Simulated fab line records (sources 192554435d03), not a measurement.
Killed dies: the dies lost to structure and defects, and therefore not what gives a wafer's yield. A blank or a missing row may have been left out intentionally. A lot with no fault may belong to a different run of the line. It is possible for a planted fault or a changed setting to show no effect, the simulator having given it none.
Which of the tools did it?	flow n5_finfet	Sampling: 9 lots, 23 wafers, 5 of 1938 route steps

WHAT THE GAUGES SHOWED, per wafer
N5_BEOL_M4_RC_MEAS_101. Usual: CHAIN_V0 241 ohm/link, standard deviation 13; CHAIN_V0_max_site 250 ohm/link, standard deviation 14; DIBL_N 36.1 mV/V, standard deviation 2.3; DIBL_P 36 mV/V, standard deviation 3.2; IOFF_N 0.16 nA/um, standard deviation 0.045; IOFF_P 0.21 nA/um, standard deviation 0.049; ION_N 674 uA/um, standard deviation 14; ION_P 462 uA/um, standard deviation 8.4; SERP_M1 205 ohm/um, standard deviation 22; SERP_M1_max_site 217 ohm/um, standard deviation 24; SS_N 71.6 mV/dec, standard deviation 0.83; SS_P 73.2 mV/dec, standard deviation 0.87; VT_N 249 mV, standard deviation 3.8; VT_P -250 mV, standard deviation 3.4.
lot	measured	on	CHAIN_V0 (ohm/link)	CHAIN_V0_max_site (ohm/link)	DIBL_N (mV/V)	DIBL_P (mV/V)	IOFF_N (nA/um)	IOFF_P (nA/um)	ION_N (uA/um)	ION_P (uA/um)	SERP_M1 (ohm/um)	SERP_M1_max_site (ohm/um)	SS_N (mV/dec)	SS_P (mV/dec)	VT_N (mV)	VT_P (mV)	flag
L530	day 10 20:59	prober-02	230 250 264	236 256 280	35.1 39.1 37.9	34 39 37	0.13 0.20 0.18	0.21 0.28 0.25	659 675 673	461 466 465	210 263 245	215 273 262	70.7 72.3 71.7	72.9 73.6 73.7	250 248 248	-249 -246 -245	
L531	day 12 07:51	prober-01	249 234	259 248	33.3 34.5	35 36	0.12 0.13	0.19 0.23	655 664	460 464	197 181	208 203	70.6 70.5	73.0 72.7	254 249	-250 -244	
L535	day 13 01:20	prober-02	234 237 222	239 249 230	37.0 38.4 36.7	38 39 37	0.19 0.20 0.19	0.25 0.25 0.23	671 679 683	455 465 464	183 212 178	194 232 190	72.0 72.7 72.6	73.9 74.4 73.6	246 249 250	-247 -249 -249	
L544	day 15 12:17	prober-02	369 252	381 255	38.7 39.8	37 37	0.19 0.22	0.24 0.24	693 688	472 465	283 202	302 209	71.8 71.8	74.2 73.6	243 243	-245 -247	OFF
L545	day 15 08:42	prober-01	374 235	398 240	35.5 35.0	36 35	0.15 0.14	0.18 0.18	672 661	457 450	248 172	262 179	72.1 70.6	72.9 72.9	249 251	-253 -252	OFF
L547	day 15 19:12	prober-01	218 350	229 362	34.4 35.4	36 37	0.14 0.15	0.16 0.19	672 676	458 465	208 259	225 293	71.9 72.3	72.9 73.5	251 251	-255 -253	OFF
L550	day 15 22:50	prober-02	247 260 251	253 270 256	37.6 39.2 36.5	38 41 37	0.17 0.21 0.15	0.20 0.28 0.20	673 674 675	458 466 462	214 234 213	220 243 233	71.3 72.2 71.2	73.8 75.1 73.9	248 249 248	-252 -249 -254	
L552	day 16 04:26	prober-02	244 227 225	253 238 238	39.9 36.0 35.4	39 34 33	0.22 0.14 0.13	0.24 0.17 0.17	707 661 670	474 450 460	218 194 180	239 205 189	72.3 70.8 70.4	74.2 73.0 72.0	244 250 251	-250 -252 -248	
L553	day 17 10:15	prober-01	233 234 237	241 245 253	37.5 40.1 37.4	39 42 38	0.20 0.24 0.19	0.25 0.29 0.24	683 679 681	463 461 466	186 179 187	196 189 204	72.7 72.7 72.0	73.3 74.2 73.7	246 246 247	-248 -248 -247	

WHAT TOOL EACH LOT RAN ON (gives the tool, then ch and the chambers of the sampled wafers, and finally the start)
lot	N5_BEOL_M1_ETCH_70	N5_BEOL_M1_STRIP_97	N5_BEOL_M1_PRE_CLEAN_45	N5_BEOL_M1_ALD_84
L530	rie_diel-05 ch 0,1,2, day 8 03:49	rie_diel-05 ch 0,1,2, day 8 04:27 or earlier	pvd_sputter-01, day 8 04:27	ald_metal-03 ch 2,3, day 8 04:31
L531	rie_diel-06 ch 0,2, day 8 03:49	rie_diel-06 ch 0,2, day 8 04:32 or earlier	pvd_sputter-01, day 8 04:32	ald_metal-02 ch 2,3, day 8 04:37
L535	rie_diel-02 ch 0,2,3, day 9 01:58	rie_diel-02 ch 0,2,3, day 9 03:25 or earlier	pvd_sputter-03, day 9 03:25	ald_metal-03 ch 0,2,3, day 9 03:29
L544	rie_diel-05 ch 0,3, day 10 12:20	rie_diel-05 ch 0,3, day 10 12:54 or earlier	pvd_sputter-02, day 10 12:54	ald_metal-04 ch 1,2, day 10 13:04
L545	rie_diel-02 ch 3, day 10 19:14	rie_diel-02 ch 3, day 10 20:08 or earlier	pvd_sputter-01, day 10 20:08	ald_metal-04 ch 0,2, day 10 20:12
L547	rie_diel-05 ch 1,3, day 11 00:10	rie_diel-05 ch 1,3, day 11 00:54 or earlier	pvd_sputter-01, day 11 00:54	ald_metal-04 ch 1,3, day 11 00:58
L550	rie_diel-05 ch 0,2,3, day 11 19:08	rie_diel-05 ch 0,2,3, day 11 20:08 or earlier	pvd_sputter-03, day 11 20:08	ald_metal-03 ch 1,2,3, day 11 20:12
L552	rie_diel-06 ch 0,3, day 11 19:36	rie_diel-06 ch 0,3, day 11 20:18 or earlier	pvd_sputter-01, day 11 20:18	ald_metal-02 ch 0,3, day 11 20:22
L553	rie_diel-05 ch 0,1, day 12 06:44	rie_diel-05 ch 0,1, day 12 07:56 or earlier	pvd_sputter-02, day 12 07:56	ald_metal-03 ch 1,2,3, day 12 08:07
- N5_BEOL_M1_ETCH_70: etches SOC in N2/H2, target depth 80 nm, overetch 16 nm, time 120 s.
- N5_BEOL_M1_STRIP_97: strips in N2/H2, time 10 s.
- N5_BEOL_M1_PRE_CLEAN_45: time 30 s.
- N5_BEOL_M1_ALD_84: deposits TaN, pulse time 2 s, purge time 3 s, co reactant purge time 2 s.

AS READ BY THE TOOLS THEMSELVES (means over the sampled wafers that have a number; for cases with no such wafer, the mark the record gives instead)
N5_BEOL_M1_ETCH_70. Usual: drypump_motor_current_A is 5.6 A with standard deviation 0.43, h2_flow_sccm is 200.0 sccm with standard deviation 0.6, oes_product_au is 0.58 a.u. with standard deviation 0.046, rf_fwd_power_W is 835.3 W with standard deviation 2.8, rf_vpp_V is 524 V with standard deviation 3, showerhead_plenum_p_Torr is 2.54 Torr with standard deviation 0.1, and throttle_valve_pct is 17.91 % with standard deviation 0.27.
lot	tool	drypump_motor_current_A (A)	h2_flow_sccm (sccm)	oes_product_au (a.u.)	rf_fwd_power_W (W)	rf_vpp_V (V)	showerhead_plenum_p_Torr (Torr)	throttle_valve_pct (%)	flag
L530	rie_diel-05	5.6	200.0	0.58	835.9	525	2.59	17.97	
L531	rie_diel-06	5.7	200.7	0.58	836.8	524	2.54	17.93	
L535	rie_diel-02	5.2	200.1	0.57	833.2	523	2.50	18.18	
L544	rie_diel-05	5.3	199.3	0.55	836.4	522	2.42	17.85	
L545	rie_diel-02	5.7	200.2	0.64	839.4	521	2.50	18.46	
L547	rie_diel-05	5.7	199.9	0.55	834.8	522	2.53	17.94	
L550	rie_diel-05	5.6	200.0	0.56	835.2	523	2.51	17.91	
L552	rie_diel-06	5.9	199.3	0.66	837.8	525	2.58	17.84	
L553	rie_diel-05	5.2	199.8	0.55	834.8	522	2.48	18.00	

N5_BEOL_M1_STRIP_97. Usual: drypump_motor_current_A 5.6 A, standard deviation 0.43; h2_flow_sccm 200.0 sccm, standard deviation 0.6; oes_product_au 0.76 a.u., standard deviation 0.064; rf_vpp_V 59.2 V, standard deviation 0.87; showerhead_plenum_p_Torr 2.54 Torr, standard deviation 0.1; throttle_valve_pct 23.8 %, standard deviation 0.38.
lot	tool	drypump_motor_current_A (A)	h2_flow_sccm (sccm)	oes_product_au (a.u.)	rf_vpp_V (V)	showerhead_plenum_p_Torr (Torr)	throttle_valve_pct (%)	flag
L530	rie_diel-05	5.6	199.8	0.75	59.3	2.58	23.9	
L531	rie_diel-06	5.7	200.3	0.76	59.5	2.54	23.9	
L535	rie_diel-02	5.2	200.0	0.76	59.0	2.50	24.1	
L544	rie_diel-05	5.3	199.8	0.70	58.0	2.42	23.6	
L545	rie_diel-02	5.7	200.2	0.84	58.5	2.49	24.6	
L547	rie_diel-05	5.7	200.6	0.71	59.0	2.53	23.7	
L550	rie_diel-05	5.7	199.7	0.73	58.6	2.51	23.8	
L552	rie_diel-06	6.0	200.7	0.87	59.2	2.57	23.7	
L553	rie_diel-05	5.2	199.9	0.70	58.7	2.48	23.8	

N5_BEOL_M1_PRE_CLEAN_45. Usual: heater_power_w reads 315 W (standard deviation 30).
lot	tool	heater_power_w (W)	flag
L530	pvd_sputter-01	306	
L531	pvd_sputter-01	318	
L535	pvd_sputter-03	278	
L544	pvd_sputter-02	290	
L545	pvd_sputter-01	332	
L547	pvd_sputter-01	338	
L550	pvd_sputter-03	302	
L552	pvd_sputter-01	334	
L553	pvd_sputter-02	311	

N5_BEOL_M1_ALD_84. Usual: heater_power_w reads 434 W (standard deviation 55).
lot	tool	heater_power_w (W)	flag
L530	ald_metal-03	452	
L531	ald_metal-02	369	
L535	ald_metal-03	442	
L544	ald_metal-04	390	
L545	ald_metal-04	419	
L547	ald_metal-04	371	
L550	ald_metal-03	454	
L552	ald_metal-02	456	
L553	ald_metal-03	457	

THE ANSWER, worked out from the rows above alone
Rule: take the mean of a lot's wafers that have a number; if it is more than 3 standard deviations from the usual mean, the lot is off. Also off: a lot with no number at a reading for which 4 or more lots have one. The other lots that the step has rows for count as sound. After the gauges, taken in route order, come the tools' own readings; for these a lot's mean is taken, as printed above. The first step at which some lot is off is used, and at that step the reading that is off furthest; a lot without a number counts as furthest.
Off: L544, L545, L547, seen at N5_BEOL_M4_RC_MEAS_101 (CHAIN_V0).
A tool fits if, at a process step before that reading, it ran every lot that is off, and no sound lot after the first of them. Those tools and the gauges at N5_BEOL_M4_RC_MEAS_101 are tried in the same way. N5_BEOL_M1_STRIP_97: start missing for some lots; hours and lot order therefore follow N5_BEOL_M1_PRE_CLEAN_45. One fits: N5_BEOL_M1_ALD_84 on ald_metal-04. It ran no sound lot before its first lot that is off in this sample, so the start can't be narrowed down.

WHAT THE SIMULATOR HAD INSERTED
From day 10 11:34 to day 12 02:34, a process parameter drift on ald_metal-04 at N5_BEOL_M1_ALD_84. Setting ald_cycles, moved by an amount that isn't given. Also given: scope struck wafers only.
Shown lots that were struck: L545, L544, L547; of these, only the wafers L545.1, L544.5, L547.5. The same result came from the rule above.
